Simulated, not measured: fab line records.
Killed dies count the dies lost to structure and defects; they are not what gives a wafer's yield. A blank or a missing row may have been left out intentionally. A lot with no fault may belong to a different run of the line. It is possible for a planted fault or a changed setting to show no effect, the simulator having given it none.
A lot that was struck, set against a sound lot    flow n5 finfet    17 out of 1938 route steps
Sound: the wafers L127.2, L127.3, L127.4. Struck: wafer L145.3. (L145.5 of the same lot was not struck and is left out.) The cause comes at the end.
At each step with rows: each side's tool, then ch and its chambers, then its first start. Under that, the readings that differ: sound wafers    struck wafers    difference of the means    sigmas: that difference in standard deviations of wafers without a fault.
alike: readings with means less than 2 such deviations apart, plus words and numbers identical on both sides. not compared: withheld readings, readings lacking a value on some wafer, bounds such as >300 that could conceal the same value, and numbers that have no deviation in the record and whose values overlap.
The two part at a step that has a row with sigmas, a row that says differs or no value, or rows on one side only. Numbers that have no deviation but don't overlap get no sigmas and don't part them. Lack of a reading on every wafer of one side parts them only where that side has two or more wafers.

N5_BEOL_M10_ETCH_62: etches SOC in N2/H2, target depth 110 nm, overetch 22 nm, time 165 s.
  sound on rie diel-02 ch 0,1,2, day 13 03:28; struck on rie diel-03 ch 3, day 18 08:35
  alike: drypump motor current A, h2 flow sccm, oes product au, rf vpp V, showerhead plenum p Torr, temp c, throttle valve pct
  not compared: rf hours counter h
then, 1 step without rows for these wafers: N5_BEOL_M10_STRIP_68 (strips in N2/H2).
N5_BEOL_M10_STRIP_67: strips in CF4.
  sound on rie diel-02 ch 0,1,2, day 13 03:37; struck on rie diel-03 ch 3, day 18 08:44
reading       sound              struck  difference  sigmas
rf vpp V (V)  269.6 269.9 273.0  274.7   +3.9        +2
  alike: drypump motor current A, oes product au, power w, showerhead plenum p Torr, throttle valve pct
  not compared: rf hours counter h
N5_BEOL_M10_HM_OPEN_17: chemistry Cl2/BCl3, target TiN, target depth 20 nm, overetch 6 nm.
  sound on rie metal-02 ch 0,1, day 13 03:39; struck on rie metal-01 ch 0, day 18 08:49
  alike: drypump motor current A, oes_ar_750_au, oes product au, throttle valve pct
  not compared: rf hours counter h
N5_BEOL_M10_STRIP_19: strips in O2.
  sound on rie diel-02 ch 1,2,3, day 13 03:47; struck on rie diel-02 ch 0, day 18 08:55
  alike: drypump motor current A, oes product au, rf vpp V, showerhead plenum p Torr, temp c, throttle valve pct
  not compared: rf hours counter h
N5_BEOL_M10_CD_MEAS_18: pitch 140 nm, target cd 70 nm.
  sound on cd sem-01 at day 13 03:51; struck on cd sem-03 at day 18 08:59
  alike: cd nm
then, 6 steps without rows for these wafers: N5_BEOL_M10_COAT_63 (time 60 s, resist thk 100 nm); N5_BEOL_M10_COAT_64 (time 60 s, resist thk 30 nm); N5_BEOL_M10_COAT_22 (resist thk 90 nm); N5_BEOL_M10_EBR_24; N5_BEOL_M10_SOFTBAKE_23 (time 60 s); N5_BEOL_M10_EXPOSE_25 (exposes mask V9).
N5_BEOL_M10_PEB_26: peb time 60 s.
  sound on litho track-05 ch 0, day 13 04:19; struck on litho track-04 ch 0, day 18 09:35
  alike: chill plate temp C
then, 1 step without rows for these wafers: N5_BEOL_M10_DEVELOP_27 (develop time 30 s).
N5_BEOL_M10_CD_MEAS_28: target cd 70 nm.
  sound on cd sem-03 ch 0, day 13 04:23; struck on cd sem-01 ch 0, day 18 09:40
reading     sound           struck  difference  sigmas
cd nm (nm)  70.8 70.3 70.0  73.4    +3.0        +3
N5_BEOL_M10_OVL_MEAS_29:
  sound on overlay-01 ch 0, day 13 04:25; struck on overlay-02 ch 0, day 18 09:43
  alike: V9_OVL
-- the record jumps here: 2 days lie between the struck wafers' starts before and after (it left off in module BEOL_M10 and takes up again in module PASSIVATION, whose first step shown is number 1936 of the route) --
N5_PASSIVATION_PROBE_49:
  sound on prober-01 at day 15 13:03; struck on prober-01 at day 20 13:00
reading                   sound           struck  difference  sigmas
defect limited yield (%)  91.8 91.4 91.9  86.7    -5.0        -3
killed_at_M0_to_M3        28 46 22        59      +27         +2
killed at other           2 2 3           13      +11         +4
killed dies               97 101 96       157     +59         +3
killed open               57 69 68        105     +40         +3
killed short              39 30 26        52      +20         +2
sort_bin_5_function (%)   4.3 5.5 4.7     7.7     +2.9        +3
sort_bin_6_memory (%)     3.6 2.9 3.3     5.3     +2.0        +3
sort n pass               1083 1079 1084  1023    -59         -3
sort yield pct (%)        91.8 91.4 91.9  86.7    -5.0        -3
  alike: killed_at_M4_up, killed at contacts, killed at front end, killed on rim

WHERE THEY PART
Earliest at N5_BEOL_M10_STRIP_67; latest, in this record, at N5_PASSIVATION_PROBE_49.

WHY: whatever the simulator had introduced
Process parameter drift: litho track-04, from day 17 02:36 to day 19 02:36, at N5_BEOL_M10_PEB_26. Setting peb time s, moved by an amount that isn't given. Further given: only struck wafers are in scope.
